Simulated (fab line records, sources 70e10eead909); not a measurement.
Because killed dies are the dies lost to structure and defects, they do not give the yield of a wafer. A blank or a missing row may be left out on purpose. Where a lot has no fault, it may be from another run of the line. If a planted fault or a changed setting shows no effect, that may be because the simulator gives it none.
The tool behind it: which one? + flow nand harc + 12 lots, 36 wafers sampled, at 6 steps of a route of 1302

## WHAT THE GAUGES READ, wafer by wafer
NHARC_A_START_INSPECT_01.
| lot  | measured     | on                | raw defect count |
|------|--------------|-------------------|------------------|
| L457 | day 6 12:02  | defect inspect-02 | 4 4 2            |
| L459 | day 7 14:21  | defect inspect-02 | 1 5 1            |
| L461 | day 8 12:31  | defect inspect-02 | 3 7 2            |
| L462 | day 8 16:46  | defect inspect-02 | 6 8 4            |
| L463 | day 9 06:54  | defect inspect-02 | 3 1 4            |
| L466 | day 10 07:37 | defect inspect-02 | 4 2 4            |
| L472 | day 12 22:39 | defect inspect-01 | 3 3 2            |
| L473 | day 13 11:47 | defect inspect-02 | 2 7 1            |
| L475 | day 14 07:52 | defect inspect-02 | 4 3 5            |
| L477 | day 15 01:28 | defect inspect-02 | 5 2 1            |
| L479 | day 15 22:14 | defect inspect-01 | 3 3 2            |
| L480 | day 16 02:17 | defect inspect-02 | 5 2 6            |

NHARC_A_ONON_D1_THK_MEAS_11: measures by ellipsometry.
| lot  | measured     | on            | thk nm (nm)    |
|------|--------------|---------------|----------------|
| L457 | day 7 12:35  | film metro-02 | 1013 1012 1011 |
| L459 | day 8 15:07  | film metro-01 | 995 998 999    |
| L461 | day 9 16:56  | film metro-01 | 994 996 995    |
| L462 | day 9 16:56  | film metro-02 | 985 984 983    |
| L463 | day 10 07:30 | film metro-02 | 620 620 620    |
| L466 | day 11 07:37 | film metro-02 | 625 625 626    |
| L472 | day 13 22:55 | film metro-02 | 990 987 989    |
| L473 | day 14 14:18 | film metro-02 | 973 974 975    |
| L475 | day 15 08:20 | film metro-02 | 985 985 984    |
| L477 | day 16 00:37 | film metro-01 | 983 984 985    |
| L479 | day 16 22:52 | film metro-01 | 987 990 989    |
| L480 | day 17 07:16 | film metro-01 | 986 986 987    |

NHARC_END_SORT_01.
| lot  | measured     | on        | killed at array | killed at other | killed at periphery | killed dies | killed open | killed short |
|------|--------------|-----------|-----------------|-----------------|---------------------|-------------|-------------|--------------|
| L463 | day 26 12:28 | prober-02 | 673 670 676     | 1 1 0           | 3 6 1               | 677 677 677 | 2 4 1       | 3 3 1        |
| L466 | day 27 15:25 | prober-01 | 674 674 674     | 1 1 0           | 2 2 3               | 677 677 677 | 3 2 4       | 3 2 4        |

## TOOL THAT RAN EACH LOT (tool first, then ch and the chambers of the sampled wafers, then the start)
| lot  | NHARC_P_BONDPAD_ETCH_37            | NHARC_P_BONDPAD_PRE_CLEAN_26            | NHARC_A_ONON_D1_DEP_09           |
|------|------------------------------------|-----------------------------------------|----------------------------------|
| L457 | rie diel-04 ch 0,2,3, day 6 09:06  | pvd sputter-01, day 6 12:02 or earlier  | pecvd onon-01 ch 0, day 7 12:14  |
| L459 | rie diel-04 ch 0,1,3, day 7 11:25  | pvd sputter-01, day 7 14:21 or earlier  | pecvd onon-01 ch 0, day 8 14:35  |
| L461 | rie diel-02 ch 0,2, day 8 09:20    | pvd sputter-01, day 8 10:17             | pecvd onon-04 ch 0, day 9 16:25  |
| L462 | rie diel-02 ch 0,3, day 8 13:50    | pvd sputter-02, day 8 16:46 or earlier  | pecvd onon-01 ch 0, day 9 16:26  |
| L463 | rie diel-04 ch 0,2,3, day 9 03:40  | pvd sputter-01, day 9 06:54 or earlier  | pecvd onon-01 ch 0, day 10 07:02 |
| L466 | rie diel-07 ch 0,2,3, day 10 04:33 | pvd sputter-03, day 10 07:37 or earlier | pecvd onon-01 ch 0, day 11 07:07 |
| L472 | rie diel-02 ch 2,3, day 12 19:43   | pvd sputter-01, day 12 22:39 or earlier | pecvd onon-04 ch 0, day 13 22:24 |
| L473 | rie diel-02 ch 0,2,3, day 13 08:52 | pvd sputter-01, day 13 11:47 or earlier | pecvd onon-01 ch 0, day 14 13:47 |
| L475 | rie diel-02 ch 0,1,3, day 14 04:56 | pvd sputter-03, day 14 07:52 or earlier | pecvd onon-04 ch 0, day 15 07:52 |
| L477 | rie diel-04 ch 0,2, day 14 22:31   | pvd sputter-02, day 15 01:28 or earlier | pecvd onon-01 ch 0, day 16 00:09 |
| L479 | rie diel-02 ch 0,1,3, day 15 19:16 | pvd sputter-02, day 15 22:14 or earlier | pecvd onon-01 ch 0, day 16 22:21 |
| L480 | rie diel-02 ch 0,1,2, day 15 23:21 | pvd sputter-03, day 16 02:17 or earlier | pecvd onon-04 ch 0, day 17 06:45 |
- NHARC_P_BONDPAD_ETCH_37: etches the open film in N2/H2, target depth 60 nm, overetch 18 nm, time 65.91 s.
- NHARC_P_BONDPAD_PRE_CLEAN_26: time 30 s.
- NHARC_A_ONON_D1_DEP_09: target thk 1000 nm.

## AS READ BY THE TOOLS THEMSELVES (means over the sampled wafers that have a number; for cases with no such wafer, the mark the record gives instead)
NHARC_P_BONDPAD_ETCH_37.
| lot  | tool        | drypump motor current A (A) | n2 flow sccm (sccm) | oes product au (a.u.) | rf vpp V (V) | showerhead plenum p Torr (Torr) | throttle valve pct (%) |
|------|-------------|-----------------------------|---------------------|-----------------------|--------------|---------------------------------|------------------------|
| L457 | rie diel-04 | 5.1                         | 150.0               | 0.997                 | 429.6        | 2.01                            | 14.182                 |
| L459 | rie diel-04 | 5.2                         | 150.3               | 1.002                 | 432.0        | 2.08                            | 14.179                 |
| L461 | rie diel-02 | 5.9                         | 150.0               | 1.004                 | 431.2        | 2.08                            | 14.156                 |
| L462 | rie diel-02 | 6.0                         | 150.4               | 0.995                 | 430.6        | 2.06                            | 14.178                 |
| L463 | rie diel-04 | 5.1                         | 149.9               | 0.988                 | 429.7        | 2.01                            | 14.175                 |
| L466 | rie diel-07 | 6.0                         | 149.7               | 1.003                 | 432.1        | 2.09                            | 14.178                 |
| L472 | rie diel-02 | 5.2                         | 149.9               | 1.009                 | 429.8        | 1.99                            | 14.167                 |
| L473 | rie diel-02 | 5.6                         | 149.8               | 1.009                 | 430.3        | 2.02                            | 14.178                 |
| L475 | rie diel-02 | 5.9                         | 150.0               | 1.004                 | 429.6        | 2.01                            | 14.173                 |
| L477 | rie diel-04 | 5.5                         | 150.1               | 0.992                 | 429.0        | 1.95                            | 14.167                 |
| L479 | rie diel-02 | 5.9                         | 149.9               | 1.004                 | 429.9        | 2.01                            | 14.170                 |
| L480 | rie diel-02 | 5.7                         | 150.4               | 1.011                 | 430.8        | 2.04                            | 14.169                 |

NHARC_P_BONDPAD_PRE_CLEAN_26.
| lot  | tool           | heater power w (W) | susceptor temp C (C) |
|------|----------------|--------------------|----------------------|
| L457 | pvd sputter-01 | 496                | 280.20               |
| L459 | pvd sputter-01 | 415                | 280.04               |
| L461 | pvd sputter-01 | 436                | 279.98               |
| L462 | pvd sputter-02 | 378                | 280.05               |
| L463 | pvd sputter-01 | 454                | 280.19               |
| L466 | pvd sputter-03 | 404                | 279.90               |
| L472 | pvd sputter-01 | 415                | -                    |
| L473 | pvd sputter-01 | 463                | 279.99               |
| L475 | pvd sputter-03 | 413                | 280.04               |
| L477 | pvd sputter-02 | 356                | -                    |
| L479 | pvd sputter-02 | 372                | 279.99               |
| L480 | pvd sputter-03 | 410                | -                    |

NHARC_A_ONON_D1_DEP_09.
| lot  | tool          | n2 flow sccm (sccm) | susceptor temp C (C) |
|------|---------------|---------------------|----------------------|
| L457 | pecvd onon-01 | 2746                | 399.79               |
| L459 | pecvd onon-01 | 2751                | 399.97               |
| L461 | pecvd onon-04 | 2753                | 400.10               |
| L462 | pecvd onon-01 | 2745                | 399.82               |
| L463 | pecvd onon-01 | 2749                | 399.86               |
| L466 | pecvd onon-01 | 2754                | 399.86               |
| L472 | pecvd onon-04 | 2757                | 399.97               |
| L473 | pecvd onon-01 | 2750                | 400.00               |
| L475 | pecvd onon-04 | 2750                | 399.83               |
| L477 | pecvd onon-01 | 2754                | 400.20               |
| L479 | pecvd onon-01 | 2762                | 399.82               |
| L480 | pecvd onon-04 | 2745                | 399.70               |

## THE ANSWER, worked out from the rows above alone
Rule: the usual values come from the lots themselves. The widest of any qualifying gaps counts: lots, ordered by their means at a reading, are off when they make up no more than a third of the lots, leave a main group of 4 or more, and stand apart from it by 3 or more times the standard deviation of that group's means. A main group is skipped when, at the precision printed for the reading in the tables above, its means are all equal. Also off: a lot with no number at a reading for which 4 or more lots have one. All remaining lots with rows at the step are treated as sound. Order of review: gauges by route order, followed by the tools' own readings, for which a lot's mean as printed above is used. At the first step where some lot is off, the reading lying furthest off is the one used; lots without a number count as furthest.
Off: L463, L466, at NHARC_A_ONON_D1_THK_MEAS_11 (thk nm). The main group: mean 989 nm, standard deviation 9.7.
A tool fits if, at a process step before that reading, it ran every lot that is off, and no sound lot after the first of them. The gauges at NHARC_A_ONON_D1_THK_MEAS_11 are tried like those tools. Because NHARC_P_BONDPAD_PRE_CLEAN_26 lacks a start for some lots, the hours and order of its lots are taken from NHARC_A_START_INSPECT_01. Not one of the candidates tried fits.

## WHAT WAS PUT IN BY THE SIMULATOR
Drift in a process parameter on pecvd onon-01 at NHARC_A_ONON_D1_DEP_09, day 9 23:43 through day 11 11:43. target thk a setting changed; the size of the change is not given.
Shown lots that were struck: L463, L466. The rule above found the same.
